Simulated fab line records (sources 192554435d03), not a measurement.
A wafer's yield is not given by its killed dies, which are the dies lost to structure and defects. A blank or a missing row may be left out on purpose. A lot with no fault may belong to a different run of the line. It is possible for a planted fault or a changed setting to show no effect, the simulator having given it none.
A struck lot beside a sound one | flow n5-finfet | 39 out of 1938 route steps
Sound: these wafers, L240.2, L240.3, L240.4. Wafers struck: L233.2, L233.4, L233.5. The cause comes at the end.
At each step with rows: each side's tool, then ch and its chambers, then its first start. Under that, the readings that differ: sound wafers | struck wafers | difference of the means | sigmas: that difference in standard deviations of wafers without a fault.
alike: same words and numbers on both sides, and readings whose means sit less than 2 such deviations apart. not compared: any withheld reading, any reading some wafer has no value for, any bound like >300 that may hide the same value, and any number with overlapping values for which the record gives no deviation.
A row with sigmas, a row that says differs or no value, or rows on one side alone: a step with any of these is where the two part. When numbers do not overlap yet have no deviation, they are printed without sigmas and do not part them. Lack of a reading on every wafer of one side parts them only where that side has two or more wafers.

first, 11 steps without rows for these wafers: N5_MOL_CONTACT_COAG_STRIP_96 (strips in N2/H2); N5_MOL_CONTACT_COAG_ETCH_47 (etches SiNx in CH3F/O2, stops on W, target depth 27 nm); N5_MOL_CONTACT_COAG_STRIP_119 (strips in N2/H2, time 30 s); N5_MOL_CONTACT_COAG_PRECLEAN_144 (cleans in alkaline clean, time 60 s); N5_MOL_CONTACT_COAG_SRD_145 (time 30 s); N5_MOL_CONTACT_COAG_COAT_62 (time 60 s, resist thk 60 nm); N5_MOL_CONTACT_COAG_COAT_63 (time 60 s, resist thk 10 nm); N5_MOL_CONTACT_COAG_COAT_64 (time 60 s, resist thk 10 nm); N5_MOL_CONTACT_COAG_COAT_34 (resist thk 40 nm); N5_MOL_CONTACT_COAG_EBR_36; N5_MOL_CONTACT_COAG_SOFTBAKE_35 (time 60 s).
N5_MOL_CONTACT_COAG_EXPOSE_37: exposes mask VD, defocus 0 nm.
  sound on euv-scanner-01 ch 0, day 10 16:38; struck on euv-scanner-02 ch 0, day 8 21:22
  reading                                  | sound       | struck         | difference | sigmas
  model.MOL_CONTACT_COAG.overlay-x-nm (nm) | 0.2 0.2 0.2 | 10.8 10.8 10.8 | +10.6      |
  alike: mask
then, 2 steps without rows for these wafers: N5_MOL_CONTACT_COAG_PEB_38 (peb time 60 s); N5_MOL_CONTACT_COAG_DEVELOP_39 (develop time 30 s).
N5_MOL_CONTACT_COAG_OVL_MEAS_41:
  sound on overlay-02 ch 0, day 10 16:49; struck on overlay-02 ch 0, day 8 21:33
  reading     | sound         | struck        | difference | sigmas
  VD_OVL (nm) | -0.9 -1.1 0.2 | 10.8 11.6 9.6 | +11.3      | +16
then, 22 steps without rows for these wafers: N5_MOL_CONTACT_COAG_DESCUM_45 (chemistry O2, time 7 s); N5_MOL_CONTACT_COAG_ETCH_65 (etches underlayer in N2/H2, target depth 13 nm, time 10.4 s); N5_MOL_CONTACT_COAG_ETCH_66 (etches SiARC in CF4, target depth 13 nm, time 21.7 s); N5_MOL_CONTACT_COAG_ALD_133 (deposits SiO2, target thk 5 nm, pulse time 1 s, co reactant pulse time 1 s); N5_MOL_CONTACT_COAG_ETCHBACK_134 (etches SiO2 in CHF3, target depth 10 nm, time 6.7 s); N5_MOL_CONTACT_COAG_ETCH_67 (etches SOC in N2/H2, target depth 60 nm, overetch 21 nm, time 101.2 s); N5_MOL_CONTACT_COAG_STRIP_68 (strips in N2/H2); N5_MOL_CONTACT_COAG_STRIP_69 (strips in N2/H2); N5_MOL_CONTACT_COAG_ETCHBACK_136 (etches SiO2 in CHF3, target depth 25 nm, time 16.7 s); N5_MOL_CONTACT_COAG_STRIP_120 (strips in CHF3); N5_MOL_CONTACT_COAG_VIA_ETCH_117 (etches SiO2 in C4F6/O2, target depth 40 nm, overetch 8 nm, time 26 s); N5_MOL_CONTACT_COAG_ETCH_124 (etches SiNx in CH3F/O2, stops on SiOC, target depth 6.5 nm); N5_MOL_CONTACT_COAG_ETCH_48 (etches SiOC in C4F6/O2, target depth 15 nm, overetch 4.5 nm, time 17 s); N5_MOL_CONTACT_COAG_STRIP_72 (strips in N2/H2); N5_MOL_CONTACT_COAG_STRIP_49 (strips in N2/H2, time 30 s); N5_MOL_CONTACT_COAG_PRECLEAN_138 (cleans in alkaline clean, time 60 s); N5_MOL_CONTACT_COAG_SRD_139 (time 30 s); N5_MOL_CONTACT_COAG_PRE_CLEAN_121; N5_MOL_CONTACT_COAG_CVD_140 (deposits W, target thk 66.5 nm, time 215 s); N5_MOL_CONTACT_COAG_PRECLEAN_127 (cleans in DIW, time 57.5 s); N5_MOL_CONTACT_COAG_SRD_128 (dry time 32 s); N5_MOL_CONTACT_COAG_CMP_52 (polishes, stops on SiO2, t overpolish 1.5 s, target thk 66.5 nm).
-- a jump in the record: the struck wafers' starts before and after are 3 days apart (it breaks off in module MOL_CONTACT_COAG and resumes in module BEOL_M4, where the first step shown is number 1111 of the route) --
N5_BEOL_M4_RC_MEAS_101:
  sound on prober-02 ch 0, day 13 05:41; struck on prober-01 ch 0, day 12 02:37
  alike: DIBL_N, DIBL_P, IOFF_N, IOFF_P, ION_N, ION_P, SS_N, SS_P, VT_N, VT_P
-- the record jumps here: 4 days lie between the struck wafers' starts before and after (it left off in module BEOL_M4 and takes up again in module PASSIVATION, whose first step shown is number 1936 of the route) --
N5_PASSIVATION_PROBE_49:
  sound on prober-02, day 17 14:31; struck on prober-02, day 16 00:08
  reading                  | sound          | struck         | difference | sigmas
  defect-limited-yield (%) | 93.7 92.3 93.2 | 0 0 0          | -93        | -58
  killed-at-contacts       | 4 8 3          | 1104 1070 1071 | +1077      | +99 or more
  killed-dies              | 74 91 80       | 1180 1180 1180 | +1098      | +58
  killed-on-rim            | 8 12 9         | 152 152 152    | +142       | +35
  sort_bin_5_function (%)  | 3.5 4.6 3.9    | 52.6 50.6 52.8 | +48.0      | +48
  sort-n-pass              | 1106 1089 1100 | 0 0 0          | -1098      | -58
  sort-yield-pct (%)       | 93.7 92.3 93.2 | 0 0 0          | -93        | -58
  alike: killed_at_M0_to_M3, killed_at_M4_up, killed-at-front-end, killed-at-other, killed-open, killed-short, sort_bin_6_memory

== WHERE THEY PART ==
Last at N5_PASSIVATION_PROBE_49 as far as this record goes, first at N5_MOL_CONTACT_COAG_OVL_MEAS_41.

WHY: what the simulator had put in
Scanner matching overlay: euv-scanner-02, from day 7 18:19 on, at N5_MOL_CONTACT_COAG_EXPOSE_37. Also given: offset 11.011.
